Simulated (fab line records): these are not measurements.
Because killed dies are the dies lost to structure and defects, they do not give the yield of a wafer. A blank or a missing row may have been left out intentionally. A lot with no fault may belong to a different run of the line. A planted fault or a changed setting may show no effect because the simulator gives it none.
fab line records -- flow nandHarc
record: lots: 11, wafers: 33, lastDay: 33
route steps=1302 shown P_M0@277 P_M1@293 END@1302
lots untouched by any fault: they come from a run of this same line in which no faults occurred
startH: the number of hours between the record's first day and the start of the first shown wafer of the lot -- waitH: hours from the lot's prior step to this one -- " the same as in the row above -- L1.1+2: a single row standing in for several wafers -- - no value, or no start given -- * or withheld: withheld -- < > ~ a bound
route shown NAME@n: names a module that has steps shown in the file, with the first one's number in the route -- usual: mean/standard deviation of fault-free wafers -- same: alike in all rows -- chamber/n: place in a boat -- sites: per-site readings -- _std_site: how widely they spread, as a standard deviation -- _edge_site: the outer-site mean with the inner-site mean subtracted -- radiusMm: how far each site lies from the wafer's centre -- mask NAME#n: copy n -- behind: the tool/chamber that last shaped the wafer -- hold: why the lot went on hold/how many hours it stayed there/how the hold came to an end -- device: the transistor (n, p or np) that didn't switch -- end of line: the route-end tests of the same wafers -- a step given without rows: its recipe and nothing more -- killed: dies that structure and defects cost at the first sort, which is not the same as the wafer's yield -- map: a wafer's dies, x killed, . not, _ none there
set.NAME: the run value of the setting; set.NAME@STEP: its run value at that earlier step -- model.NAME: the simulator's own value behind a step, which no gauge read
steps of the route over a sample of lots; a table a step, a row a wafer
services: the hour from which a tool's chamber was out of use, counted from the record's first day as startH (under 0 if before that day), plus the number of hours and why
== steps ==
step: NHARC_P_M0_ANNEAL_30
recipe: tempC: 225, timeS: 90
usual: wafer_temp_C_max: 226.0/0.47
lot.wafer,tool,chamber,startH,waitH,wafer_temp_C_max
L410.2,rtpAnneal-02,0,159.16,0.4,225.8
L410.4,rtpAnneal-02,0,159.16,0.4,225.6
L410.6,rtpAnneal-02,0,159.16,0.4,225.7
L411.1,rtpAnneal-02,0,169.72,-,225.8
L411.4,rtpAnneal-02,0,169.72,-,225.8
L411.6,rtpAnneal-02,0,169.72,-,225.8
L412.1,rtpAnneal-02,0,176.52,0.4,225.7
L412.2,rtpAnneal-02,0,176.52,0.4,225.7
L412.6,rtpAnneal-02,0,176.52,0.4,225.7
L413.1,rtpAnneal-02,0,184.09,0.3,225.6
L413.2,rtpAnneal-02,0,184.09,0.3,225.5
L413.3,rtpAnneal-02,0,184.09,0.3,225.4
L423.3,rtpAnneal-01,0,287.69,0.3,226.0
L423.4,rtpAnneal-01,0,287.69,0.3,226.1
L423.5,rtpAnneal-01,0,287.69,0.3,226.4
L425.1,rtpAnneal-02,0,302.17,-,225.6
L425.2,rtpAnneal-02,0,302.17,-,225.8
L425.6,rtpAnneal-02,0,302.17,-,225.8
L426.1,rtpAnneal-01,0,310.87,0.3,226.4
L426.5,rtpAnneal-01,0,310.87,0.3,226.6
L426.6,rtpAnneal-01,0,310.87,0.3,226.5
L427.1,rtpAnneal-01,0,329.81,0.3,226.9
L427.4,rtpAnneal-01,0,329.81,0.3,226.5
L427.6,rtpAnneal-01,0,329.81,0.3,226.4
L428.1,rtpAnneal-02,0,334.28,0.3,225.4
L428.3,rtpAnneal-02,0,334.28,0.3,225.3
L428.5,rtpAnneal-02,0,334.28,0.3,225.6
L429.1,rtpAnneal-01,0,339.26,0.3,226.2
L429.2,rtpAnneal-01,0,339.26,0.3,226.1
L429.4,rtpAnneal-01,0,339.26,0.3,226.4
L430.1,rtpAnneal-02,0,353.78,-,225.6
L430.4,rtpAnneal-02,0,353.78,-,225.5
L430.6,rtpAnneal-02,0,353.78,-,225.5
step: NHARC_P_M1_PEB_07
recipe: pebTempC: 100, pebTimeS: 65
usual: heaterPowerTotalW: 156.6/0.42, plateTempC: 100.00/0.13
lot.wafer,tool,chamber,startH,waitH,heaterPowerTotalW,plateTempC
L410.2,lithoTrack-06,0,161.24,0.1,156.9,99.82
L410.4,lithoTrack-06,0,161.24,0.1,156.9,99.86
L410.6,lithoTrack-06,0,161.24,0.1,157.1,99.92
L411.1,lithoTrack-01,0,171.86,0.1,156.0,100.14
L411.4,lithoTrack-01,0,171.86,0.1,156.3,100.36
L411.6,lithoTrack-01,0,171.86,0.1,156.5,100.01
L412.1,lithoTrack-01,0,178.52,0.1,156.0,100.14
L412.2,lithoTrack-01,0,178.52,0.1,156.8,99.84
L412.6,lithoTrack-01,0,178.52,0.1,156.9,100.32
L413.1,lithoTrack-06,0,186.21,0.1,156.9,99.95
L413.2,lithoTrack-06,0,186.21,0.1,157.1,100.05
L413.3,lithoTrack-06,0,186.21,0.1,157.0,100.19
L423.3,lithoTrack-01,0,289.57,0.0,158.8,100.98
L423.4,lithoTrack-01,0,289.57,0.0,158.6,100.81
L423.5,lithoTrack-01,0,289.57,0.0,158.5,100.62
L425.1,lithoTrack-01,0,304.30,0.1,158.9,100.85
L425.2,lithoTrack-01,0,304.30,0.1,158.1,100.92
L425.6,lithoTrack-01,0,304.30,0.1,158.3,101.10
L426.1,lithoTrack-04,0,312.98,0.1,156.4,100.05
L426.5,lithoTrack-04,0,312.98,0.1,156.2,100.20
L426.6,lithoTrack-04,0,312.98,0.1,156.9,100.38
L427.1,lithoTrack-06,0,331.92,0.1,156.0,99.85
L427.4,lithoTrack-06,0,331.92,0.1,157.1,100.14
L427.6,lithoTrack-06,0,331.92,0.1,156.1,99.94
L428.1,lithoTrack-06,0,336.28,0.1,157.0,100.01
L428.3,lithoTrack-06,0,336.28,0.1,156.9,99.97
L428.5,lithoTrack-06,0,336.28,0.1,157.2,99.98
L429.1,lithoTrack-04,0,341.24,0.1,157.1,99.84
L429.2,lithoTrack-04,0,341.24,0.1,156.4,99.93
L429.4,lithoTrack-04,0,341.24,0.1,156.2,99.89
L430.1,lithoTrack-04,0,355.91,0.1,156.2,99.85
L430.4,lithoTrack-04,0,355.91,0.1,156.6,99.80
L430.6,lithoTrack-04,0,355.91,0.1,156.0,99.88
step: NHARC_P_M1_CD_MEAS_09
recipe: targetCdNm: 130, landingEnergyEv: 500
usual: cdNm: 129.5/0.72
lot.wafer,tool,chamber,startH,waitH,cdNm
L410.2,cdSem-02,0,161.33,-,129.7
L410.4,cdSem-02,0,161.33,-,130.6
L410.6,cdSem-02,0,161.33,-,130.5
L411.1,cdSem-01,0,171.93,-,129.4
L411.4,cdSem-01,0,171.93,-,129.2
L411.6,cdSem-01,0,171.93,-,129.6
L412.1,cdSem-03,0,178.60,-,128.8
L412.2,cdSem-03,0,178.60,-,129.8
L412.6,cdSem-03,0,178.60,-,129.8
L413.1,cdSem-01,0,186.29,-,131.3
L413.2,cdSem-01,0,186.29,-,130.5
L413.3,cdSem-01,0,186.29,-,129.3
L423.3,cdSem-03,0,289.66,-,132.1
L423.4,cdSem-03,0,289.66,-,132.2
L423.5,cdSem-03,0,289.66,-,133.0
L425.1,cdSem-03,0,304.38,-,132.8
L425.2,cdSem-03,0,304.38,-,131.6
L425.6,cdSem-03,0,304.38,-,132.4
L426.1,cdSem-03,0,313.06,-,129.8
L426.5,cdSem-03,0,313.06,-,129.6
L426.6,cdSem-03,0,313.06,-,130.5
L427.1,cdSem-01,0,332.00,-,129.9
L427.4,cdSem-01,0,332.00,-,129.8
L427.6,cdSem-01,0,332.00,-,130.4
L428.1,cdSem-02,0,336.36,-,130.6
L428.3,cdSem-02,0,336.36,-,129.7
L428.5,cdSem-02,0,336.36,-,129.6
L429.1,cdSem-02,0,341.32,-,129.2
L429.2,cdSem-02,0,341.32,-,129.5
L429.4,cdSem-02,0,341.32,-,129.5
L430.1,cdSem-03,0,355.99,-,129.6
L430.4,cdSem-03,0,355.99,-,128.4
L430.6,cdSem-03,0,355.99,-,129.1
step: NHARC_P_M1_DESCUM_14
recipe: timeS: 3, o2FlowSccm: 200, arFlowSccm: 0, biasPowerW: 0, chemistry: O2
usual: drypumpMotorCurrentA: 6.0/0.45, oesProductAu: 0.999/0.013, rfVppV: 57.8/0.87, showerheadPlenumPTorr: 1.95/0.086, throttleValvePct: 11.312/0.0092
lot.wafer,tool,chamber,startH,waitH,drypumpMotorCurrentA,oesProductAu,rfHoursCounterH,rfVppV,showerheadPlenumPTorr,throttleValvePct
L410.2,rieDiel-04,0,161.51,0.1,6.5,0.987,10,58.5,2.02,11.311
L410.4,rieDiel-04,3,161.51,0.1,6.0,1.004,10,58.0,2.05,11.303
L410.6,rieDiel-04,0,161.51,0.1,6.4,0.983,-,57.6,2.02,11.289
L411.1,rieDiel-07,2,172.12,0.1,5.7,1.003,4,57.5,1.79,11.303
L411.4,rieDiel-07,1,172.12,0.1,6.4,1.000,4,56.9,1.93,11.303
L411.6,rieDiel-07,3,172.12,0.1,6.1,1.000,-,57.9,1.96,11.318
L412.2,rieDiel-07,1,178.80,0.1,6.4,1.001,5,57.7,1.93,11.326
L412.1,rieDiel-07,0,178.80,0.1,6.1,0.968,4,59.8,2.05,11.325
L412.6,rieDiel-07,1,178.80,0.1,6.4,0.992,-,58.1,1.93,11.315
L413.1,rieDiel-07,1,186.48,0.1,6.4,1.003,6,58.2,1.93,11.327
L413.2,rieDiel-07,3,186.48,0.1,6.1,0.990,5,58.2,1.96,11.308
L413.3,rieDiel-07,0,186.48,0.1,6.1,0.973,5,55.8,2.05,11.325
L423.3,rieDiel-07,1,289.84,0.1,6.4,0.984,15,58.7,1.93,11.312
L423.4,rieDiel-07,3,289.84,0.1,6.2,1.015,14,57.1,1.96,11.317
L423.5,rieDiel-07,1,289.84,0.1,6.4,0.984,-,57.2,1.93,11.302
L425.2,rieDiel-07,0,304.58,0.1,6.1,0.988,0,59.8,2.04,11.315
L425.1,rieDiel-07,1,304.58,0.1,6.4,1.017,0,58.3,1.93,11.319
L425.6,rieDiel-07,0,304.58,0.1,6.1,0.991,-,56.9,2.04,11.312
L426.1,rieDiel-07,0,313.25,0.1,6.1,0.986,0,58.9,2.04,11.321
L426.6,rieDiel-07,0,313.25,0.1,6.1,0.976,-,58.6,2.04,11.303
L426.5,rieDiel-07,1,313.25,0.1,6.4,1.006,-,56.2,1.93,11.323
L427.4,rieDiel-09,1,332.19,0.1,5.5,1.003,0,58.5,1.83,11.314
L427.1,rieDiel-09,2,332.19,0.1,5.5,1.007,0,57.4,1.84,11.316
L427.6,rieDiel-09,0,332.19,0.1,5.8,1.021,-,58.0,2.06,11.322
L428.1,rieDiel-04,0,336.56,0.1,6.5,1.005,10,58.1,2.02,11.301
L428.3,rieDiel-04,1,336.56,0.1,5.2,0.996,11,58.1,1.89,11.317
L428.5,rieDiel-04,2,336.56,0.1,6.5,0.991,-,59.2,1.86,11.311
L429.4,rieDiel-04,2,341.51,0.1,6.5,1.006,10,58.8,1.86,11.320
L429.2,rieDiel-04,0,341.51,0.1,6.5,1.003,10,58.5,2.02,11.311
L429.1,rieDiel-04,1,341.51,0.1,5.2,1.010,11,58.1,1.89,11.303
L430.1,rieDiel-07,3,356.24,0.1,6.1,0.989,4,56.5,1.95,11.302
L430.4,rieDiel-07,0,356.24,0.1,6.2,0.995,4,58.3,2.04,11.324
L430.6,rieDiel-07,0,356.24,0.1,6.1,1.002,-,56.4,2.04,11.298
step: NHARC_P_M1_ETCH_35
recipe: targetDepthA: 400, overetchA: 120, timeS: 43.94, ionEnergyEv: 200, n2FlowSccm: 150, h2FlowSccm: 150, arFlowSccm: 0, rfW: 400, biasW: 150, chemistry: N2/H2
usual: drypumpMotorCurrentA: 6.0/0.48, oesProductAu: 0.999/0.013, rfVppV: 431.5/2.5, showerheadPlenumPTorr: 2.08/0.092, throttleValvePct: 14.172/0.0093
lot.wafer,tool,chamber,startH,waitH,drypumpMotorCurrentA,oesProductAu,rfHoursCounterH,rfVppV,showerheadPlenumPTorr,throttleValvePct
L410.2,rieDiel-04,1,161.60,0.1,5.2,0.987,9,429.8,2.02,14.175
L410.4,rieDiel-04,3,161.60,0.1,5.9,1.001,10,434.0,2.19,14.168
L410.6,rieDiel-04,1,161.60,0.1,5.2,0.988,-,429.8,2.02,14.169
L411.1,rieDiel-07,1,172.21,0.1,6.4,1.003,4,431.5,2.06,14.165
L411.4,rieDiel-07,2,172.21,0.1,5.8,1.013,4,426.0,1.90,14.172
L411.6,rieDiel-07,1,172.21,0.1,6.4,1.003,-,431.5,2.06,14.164
L412.1,rieDiel-07,0,178.91,0.1,6.1,0.982,4,435.2,2.19,14.175
L412.2,rieDiel-07,1,178.91,0.1,6.4,0.999,5,429.6,2.06,14.171
L412.6,rieDiel-07,3,178.91,0.1,6.1,1.003,-,431.5,2.09,14.171
L413.1,rieDiel-07,0,186.97,0.5,6.2,0.976,5,433.8,2.18,14.167
L413.2,rieDiel-07,1,186.97,0.5,6.4,1.000,6,431.1,2.06,14.167
L413.3,rieDiel-07,3,186.97,0.5,6.1,0.994,5,432.1,2.09,14.193
L423.4,rieDiel-07,1,289.93,0.1,6.4,0.996,15,431.6,2.05,14.169
L423.3,rieDiel-07,2,289.93,0.1,5.8,0.995,11,427.1,1.90,14.170
L423.5,rieDiel-07,1,289.93,0.1,6.4,0.990,-,431.5,2.05,14.166
L425.2,rieDiel-07,1,304.66,0.1,6.4,1.016,0,430.0,2.05,14.179
L425.1,rieDiel-07,2,304.66,0.1,5.7,1.020,0,425.8,1.90,14.159
L425.6,rieDiel-07,0,304.66,0.1,6.2,0.987,-,435.0,2.18,14.189
L426.1,rieDiel-07,1,313.35,0.1,6.4,1.013,1,430.2,2.05,14.176
L426.5,rieDiel-07,3,313.35,0.1,6.1,0.989,-,431.8,2.09,14.169
L426.6,rieDiel-07,0,313.35,0.1,6.1,0.989,-,435.0,2.18,14.181
L427.1,rieDiel-09,3,332.28,0.1,4.9,1.007,0,431.5,2.06,14.175
L427.4,rieDiel-09,0,332.28,0.1,5.8,1.017,0,434.3,2.20,14.179
L427.6,rieDiel-09,1,332.28,0.1,5.5,1.005,-,427.5,1.95,14.154
L428.3,rieDiel-04,3,336.63,0.1,5.9,1.010,11,434.9,2.18,14.165
L428.1,rieDiel-04,2,336.63,0.1,6.5,0.994,10,427.8,1.99,14.181
L428.5,rieDiel-04,3,336.63,0.1,5.9,1.015,-,433.6,2.19,14.175
L429.1,rieDiel-04,0,341.59,0.1,6.5,0.995,10,432.6,2.15,14.173
L429.4,rieDiel-04,1,341.59,0.1,5.2,0.995,11,429.0,2.02,14.185
L429.2,rieDiel-04,3,341.59,0.1,5.9,1.019,11,435.2,2.19,14.165
L430.1,rieDiel-07,3,356.33,0.1,6.1,0.981,4,432.2,2.08,14.190
L430.4,rieDiel-07,0,356.33,0.1,6.1,0.993,4,434.8,2.18,14.168
L430.6,rieDiel-07,3,356.33,0.1,6.1,0.981,-,431.0,2.08,14.167
step: NHARC_END_SORT_01
recipe: tempC: 25
usual: defectLimitedYield: 90.6/2.5, killedAtArray: 59/17, killedAtOther: 0.9/1.6, killedAtPeriphery: 3.7/2.3, killedDies: 64/17, killedOpen: 3.3/1.8, killedShort: 2.4/1.6
same: grossDies: 677
lot.wafer,tool,chamber,startH,waitH,defectLimitedYield[%],killedAtArray,killedAtOther,killedAtPeriphery,killedDies,killedOpen,killedShort
L423.3,prober-02,0,716.42,3.1,92.3,51,0,1,52,2,0
L423.4,prober-02,0,717.23,3.4,90.0,66,1,1,68,2,2
L423.5,prober-02,0,718.04,3.7,89.5,70,0,1,71,0,1
killed by level:class
L423.3 A_CHANNEL_HOLE_D1:chamberFilmFlake=26 A_CHANNEL_HOLE_D2:chamberFilmFlake=16 A_SLIT:chamberFilmFlake=4 A_DECK1_JOINT:chamberFilmFlake=2 P_M0:geometricParticle:open=1 A_BLC:geometricParticle:open=1 A_WL_FILL:chamberFilmFlake=1 A_CONTACT:chamberFilmFlake=1
L423.4 A_CHANNEL_HOLE_D1:chamberFilmFlake=27 A_CHANNEL_HOLE_D2:chamberFilmFlake=26 A_CONTACT:chamberFilmFlake=6 A_WL_FILL:chamberFilmFlake=1 A_ONON_D1:geometricParticle:short=1 A_DECK1_JOINT:geometricParticle:short=1 A_SLIT:geometricParticle:open=1 A_CONTACT:geometricParticle:open=1
L423.5 A_CHANNEL_HOLE_D1:chamberFilmFlake=33 A_CHANNEL_HOLE_D2:chamberFilmFlake=29 A_CONTACT:chamberFilmFlake=4 A_CHANNEL_HOLE_D2:geometricParticle:short=1 P_CONTACT:chamberFilmFlake=1 A_STAIRCASE:chamberFilmFlake=1 A_SLIT:chamberFilmFlake=1 A_WL_FILL:chamberFilmFlake=1
== services ==
tool,chamber,startH,hours,kind
rieDiel-09,-,143.12,9.0,pm
lithoTrack-01,-,155.00,7.0,pm
rieDiel-04,-,158.63,0.2,repair
rieDiel-07,2,172.51,33.3,repair
rieDiel-07,-,174.56,0.2,repair
rieDiel-04,-,177.90,9.0,pm
lithoTrack-06,-,179.00,7.0,pm
rieDiel-07,-,187.93,0.4,repair
lithoTrack-04,-,203.00,7.0,pm
rieDiel-09,2,207.87,16.9,repair
rieDiel-04,3,207.98,7.4,repair
rieDiel-09,0,223.69,3.3,repair
rieDiel-04,2,242.17,15.0,repair
rieDiel-09,-,283.06,2.2,repair
rieDiel-07,1,286.75,2.1,repair
rieDiel-04,0,287.75,23.4,repair
rieDiel-07,-,294.24,9.0,pm
rieDiel-09,3,310.25,9.1,repair
rieDiel-09,-,322.68,9.0,pm
lithoTrack-01,-,330.00,7.0,pm
rieDiel-07,1,331.49,1.4,repair
rieDiel-04,-,349.11,1.6,repair
lithoTrack-06,-,354.00,7.0,pm
rieDiel-04,-,354.91,9.0,pm
== key ==
firstSign: step: NHARC_P_M1_PEB_07, reading: plateTempC, direction: up, sigmas: 6.6, usual: *, struck: *
effect: step: NHARC_P_M1_PEB_07, reading: heaterPowerTotalW, direction: up, sigmas: 4.5, usual: *, struck: *
effect: step: NHARC_P_M1_CD_MEAS_09, reading: cdNm, direction: up, sigmas: 4, usual: 129.5, struck: 132.4
metAt NHARC_P_M1_PEB_07
struckLots L423,L425
notActingAt NHARC_P_M0_ANNEAL_30,NHARC_P_M1_DESCUM_14,NHARC_P_M1_ETCH_35
onsetBetween 178.52 289.57
fault: kind: processParameterDrift, tool: lithoTrack-01, chamber: -, onsetH: 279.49, steps: NHARC_P_M1_PEB_07, channel: pebTempC, offset: *, shape: step, endH: 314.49, actsIn: *, stated: *
